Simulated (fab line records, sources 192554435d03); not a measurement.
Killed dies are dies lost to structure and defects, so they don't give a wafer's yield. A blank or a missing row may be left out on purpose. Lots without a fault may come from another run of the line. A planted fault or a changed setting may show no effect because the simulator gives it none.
A struck lot beside a sound one | flow n5_finfet | 14 steps out of a route of 1938
Sound: wafers L962.2, L962.4, L962.6. Struck: wafer L971.6. (L971.3 of the same lot was not struck and is left out.) The cause comes at the end.
At each step with rows: each side's tool, then ch and its chambers, then its first start. Under that, the readings that differ: sound wafers | struck wafers | difference of the means | sigmas: that difference in standard deviations of wafers without a fault.
alike: readings whose means differ by less than 2 such deviations, and words and numbers that are the same on both sides. not compared: withheld readings, readings that some wafer has no value for, bounds like >300 that may hide the same value, and numbers for which the record gives no deviation and whose values overlap.
The two part at a step that has a row with sigmas, a row that says differs or no value, or rows on one side only. Numbers that don't overlap but have no deviation are shown without sigmas and don't part them. A reading that every wafer of one side lacks parts them only if that side has two wafers or more.

first, 7 steps without rows for these wafers: N5_BEOL_M14_COAT_22 (resist thk 300 nm); N5_BEOL_M14_EBR_24; N5_BEOL_M14_SOFTBAKE_23 (time 60 s); N5_BEOL_M14_EXPOSE_25 (exposes mask M14, target cd 280 nm); N5_BEOL_M14_PEB_26 (peb time 90 s); N5_BEOL_M14_DEVELOP_27 (develop time 45 s); N5_BEOL_M14_HARDBAKE_32 (time 120 s).
N5_BEOL_M14_CD_MEAS_28: target cd 284.4 nm.
  sound on cd_sem-03 ch 0, day 12 07:24; struck on cd_sem-03 ch 0, day 14 15:10
  alike: cd_nm
N5_BEOL_M14_OVL_MEAS_29:
  sound on overlay-02 ch 0, day 12 07:26; struck on overlay-01 ch 0, day 14 15:11
  alike: M14_OVL
N5_BEOL_M14_INSPECT_30: inspects for defects (macro).
  sound on defect_inspect-02, day 12 07:28; struck on defect_inspect-02, day 14 15:13
  alike: raw_defect_count
N5_BEOL_M14_DESCUM_33: chemistry O2, time 7.9 s.
  sound on rie_diel-01 ch 0,2,3, day 12 07:29; struck on rie_diel-03 ch 0, day 14 15:50
  alike: drypump_motor_current_A, oes_product_au, rf_vpp_V, showerhead_plenum_p_Torr, throttle_valve_pct
  not compared: rf_hours_counter_h
N5_BEOL_M14_ETCH_67: etches SiARC in CF4, target depth 143 nm, time 238.3 s.
  sound on rie_diel-01 ch 0,2,3, day 12 07:31; struck on rie_diel-03 ch 0, day 14 15:52
  reading      | sound             | struck | difference | sigmas
  rf_vpp_V (V) | 186.9 182.9 182.4 | 186.1  | +2.0       | +2
  alike: drypump_motor_current_A, etch_rf_on_time_s, oes_product_au, showerhead_plenum_p_Torr, throttle_valve_pct
  not compared: rf_hours_counter_h
N5_BEOL_M14_ETCH_68: etches SOC in N2/H2, time 450 s.
  sound on rie_diel-01 ch 0,2,3, day 12 07:40; struck on rie_diel-03 ch 0, day 14 16:01
  reading                                     | sound             | struck | difference | sigmas
  run_length_s (s)                            | 473.7 473.5 473.1 | 503.4  | +30.0      | +62
  model.SiARC_of_BEOL_M14_COAT_66.thk_nm (nm) | 64.4 64.2 64.4    | 62.2   | -2.1       |
  alike: drypump_motor_current_A, oes_product_au, rf_vpp_V, showerhead_plenum_p_Torr, throttle_valve_pct
  not compared: rf_hours_counter_h
then, 1 step without rows for these wafers: N5_BEOL_M14_STRIP_69 (strips in N2/H2).

WHERE THEY PART
First at N5_BEOL_M14_ETCH_67; last, within this record, at N5_BEOL_M14_ETCH_68.

WHY: what the simulator had put in
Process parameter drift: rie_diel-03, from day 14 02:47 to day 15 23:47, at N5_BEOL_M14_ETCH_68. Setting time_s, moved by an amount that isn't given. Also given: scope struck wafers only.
